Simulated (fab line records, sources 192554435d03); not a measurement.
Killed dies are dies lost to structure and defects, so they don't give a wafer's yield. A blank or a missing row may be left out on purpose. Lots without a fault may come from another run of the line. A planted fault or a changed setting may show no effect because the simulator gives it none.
Chamber matching | flow n5_finfet | N5_BEOL_M4_ILD_DEP_00 on pecvd-03: 3 sister chambers
The step deposits SiOC from DEMS/O2, target thk 79 nm, time 15.3 s. 3 wafers are shown with their chamber, then 8 later ones without.

WAFERS WITH THEIR CHAMBER
wafer  | chamber | throttle_valve_pct (%)
L080.5 | 0       | 13.5
L085.4 | 1       | 11.8
L088.1 | 2       | 11.7

WAFERS WITHOUT THEIR CHAMBER
wafer  | throttle_valve_pct (%)
L088.2 | 13.3
L088.4 | 13.1
L089.1 | 11.9
L089.5 | 12.1
L089.6 | 12.0
L092.4 | 13.4
L092.5 | 11.9
L092.6 | 12.2

WHICH CHAMBER EACH WENT THROUGH
wafer  | from the rows above     | in truth
L088.2 | 0                       | 0
L088.4 | 0                       | 0
L089.1 | can't be placed: 1 or 2 | 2
L089.5 | can't be placed: 1 or 2 | 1
L089.6 | can't be placed: 1 or 2 | 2
L092.4 | 0                       | 0
L092.5 | can't be placed: 1 or 2 | 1
L092.6 | can't be placed: 1 or 2 | 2
Placed correctly: 3 of 8. Can't be placed from these rows: 5 (the true chamber is among the candidates in 5). Placed wrongly: 0.
How it was worked out, from the rows above alone: a wafer's distance from a chamber is the root of the sum, over the readings, of the square of ((its reading less the chamber's mean) divided by the reading's scatter). The wafer belongs to the nearest chamber; if the next one is less than 2 further off, it can't be placed. A chamber's mean is the mean of its shown wafers. The scatter: with one shown wafer a chamber, the root of the mean of the squares of how far each hidden wafer lies from its nearest shown one.
